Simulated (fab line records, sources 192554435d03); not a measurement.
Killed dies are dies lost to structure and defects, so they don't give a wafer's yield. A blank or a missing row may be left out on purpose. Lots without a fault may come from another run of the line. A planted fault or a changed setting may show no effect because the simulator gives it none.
A struck lot beside a sound one | flow n5_finfet | 35 steps out of a route of 1938
Sound: wafers L343.1, L343.2, L343.6. Struck: wafer L348.1. (L348.5, L348.6 of the same lot were not struck and are left out.) The cause comes at the end.
At each step with rows: each side's tool, then ch and its chambers, then its first start. Under that, the readings that differ: sound wafers | struck wafers | difference of the means | sigmas: that difference in standard deviations of wafers without a fault.
alike: readings whose means differ by less than 2 such deviations, and words and numbers that are the same on both sides. not compared: withheld readings, readings that some wafer has no value for, bounds like >300 that may hide the same value, and numbers for which the record gives no deviation and whose values overlap.
The two part at a step that has a row with sigmas, a row that says differs or no value, or rows on one side only. Numbers that don't overlap but have no deviation are shown without sigmas and don't part them. A reading that every wafer of one side lacks parts them only if that side has two wafers or more.

first, 9 steps without rows for these wafers: N5_MOL_CONTACT_COAG_SRD_128 (dry time 32 s); N5_MOL_CONTACT_COAG_CMP_52 (polishes, stops on SiO2, t overpolish 1.5 s, target thk 66.5 nm); N5_MOL_CONTACT_COAG_ANNEAL_112 (time 1800 s); N5_BEOL_M0_SAQP_PECVD_00 (deposits SiCN from 3MS/NH3, target thk 8 nm, time 14 s); N5_BEOL_M0_SAQP_ILD_DEP_01 (deposits SiOC from DEMS/O2, target thk 45.419 nm, time 8.7 s); N5_BEOL_M0_SAQP_HM_DEP_02 (deposits TiN, target thk 12 nm); N5_BEOL_M0_SAQP_PECVD_03 (deposits SiCN from 3MS/NH3, target thk 12 nm, time 21.1 s); N5_BEOL_M0_SAQP_PECVD_96 (deposits a-Si from SiH4/He, target thk 45 nm, time 45.2 s); N5_BEOL_M0_SAQP_PECVD_97 (deposits SiNx from SiH4/NH3/N2, target thk 23 nm, time 19.9 s).
N5_BEOL_M0_SAQP_PECVD_04: deposits a-Si from SiH4/He, target thk 60 nm, time 60.2 s.
  sound on pecvd-03 ch 0,1, day 6 01:27; struck on pecvd-03 ch 2, day 7 04:23
  alike: heater_power_w, showerhead_plenum_p_Torr, throttle_valve_pct
  not compared: susceptor_temp_C, model.a-Si_of_BEOL_M0_SAQP_PECVD_04.thk_nm
then, 15 steps without rows for these wafers: N5_BEOL_M0_SAQP_HM_DEP_111 (deposits SiO2 from SiH4/N2O, target thk 12 nm, time 7.2 s); N5_BEOL_M0_SAQP_COAT_81 (time 60 s, resist thk 100 nm); N5_BEOL_M0_SAQP_COAT_82 (time 60 s, resist thk 30 nm); N5_BEOL_M0_SAQP_COAT_08 (resist thk 90 nm); N5_BEOL_M0_SAQP_EBR_10; N5_BEOL_M0_SAQP_SOFTBAKE_09 (time 60 s); N5_BEOL_M0_SAQP_EXPOSE_11 (exposes mask M0 CORE, target cd 42 nm); N5_BEOL_M0_SAQP_PEB_12 (peb time 60 s); N5_BEOL_M0_SAQP_DEVELOP_13 (develop time 30 s); N5_BEOL_M0_SAQP_DESCUM_19 (chemistry O2, time 7.9 s); N5_BEOL_M0_SAQP_ETCH_83 (etches SiARC in CF4, target depth 39 nm, time 65 s); N5_BEOL_M0_SAQP_ETCH_84 (etches SOC in N2/H2, target depth 100 nm, overetch 20 nm, time 150 s); N5_BEOL_M0_SAQP_STRIP_80 (strips in N2/H2); N5_BEOL_M0_SAQP_HM_OPEN_112 (chemistry CHF3/O2, target SiO2, stops on a-Si, target depth 12 nm, time 13.5 s); N5_BEOL_M0_SAQP_STRIP_113 (strips in CHF3/O2).
N5_BEOL_M0_SAQP_MANDREL_ETCH_20: etches a-Si in HBr/Cl2, stops on SiNx, target depth 60 nm, bt time 10 s, time 30 s.
  sound on rie_si-06 ch 1,3, day 6 02:24; struck on rie_si-03 ch 2, day 7 05:28
  reading               | sound             | struck | difference | sigmas
  oes_product_au (a.u.) | 0.764 0.778 0.778 | 0.732  | -0.041     | -3
  alike: drypump_motor_current_A, throttle_valve_pct
  not compared: rf_hours_counter_h, model.etch.depth_nm
then, 5 steps without rows for these wafers: N5_BEOL_M0_SAQP_STRIP_86 (strips in N2/H2); N5_BEOL_M0_SAQP_STRIP_115 (strips in post etch residue remover, time 60 s); N5_BEOL_M0_SAQP_SRD_93 (time 30 s); N5_BEOL_M0_SAQP_RECESS_114 (chemistry HF/NH3, target SiO2, target depth 14.4 nm, afs cycles 3, sublimation time 60 s); N5_BEOL_M0_SAQP_SPACER1_ALD_98 (deposits SiO2, target thk 12.8 nm, pulse time 1 s, purge time 2 s).
N5_BEOL_M0_SAQP_SPACER1_ETCHBACK_99: etches SiO2 in CHF3/O2, target depth 15.4 nm, time 7.7 s.
  sound on rie_diel-03 ch 1,2,3, day 6 03:29; struck on rie_diel-03 ch 0, day 7 06:34
  alike: drypump_motor_current_A, oes_product_au, rf_vpp_V, showerhead_plenum_p_Torr, throttle_valve_pct
  not compared: rf_hours_counter_h, model.a-Si_of_BEOL_M0_SAQP_PECVD_04.thk_nm
then, 1 step without rows for these wafers: N5_BEOL_M0_SAQP_MANDREL1_REMOVE_100 (chemistry HBr/Cl2/O2, target a-Si, stops on SiNx, bt time 10 s).
-- the record jumps here: 4 days lie between the struck wafers' starts before and after (it left off in module BEOL_M0_SAQP and takes up again in module BEOL_M4, whose first step shown is number 1111 of the route) --
N5_BEOL_M4_RC_MEAS_101:
  sound on prober-01 ch 0, day 9 06:33; struck on prober-01 ch 0, day 11 05:59
  alike: DIBL_N, DIBL_P, IOFF_N, IOFF_P, ION_N, ION_P, SS_N, SS_P, VT_N, VT_P
N5_PASSIVATION_PROBE_49:
  the record has rows for the sound wafers here (prober-01, day 13 10:03) and none for the struck ones

WHERE THEY PART
First at N5_BEOL_M0_SAQP_MANDREL_ETCH_20; last, within this record, at N5_PASSIVATION_PROBE_49.

WHY: what the simulator had put in
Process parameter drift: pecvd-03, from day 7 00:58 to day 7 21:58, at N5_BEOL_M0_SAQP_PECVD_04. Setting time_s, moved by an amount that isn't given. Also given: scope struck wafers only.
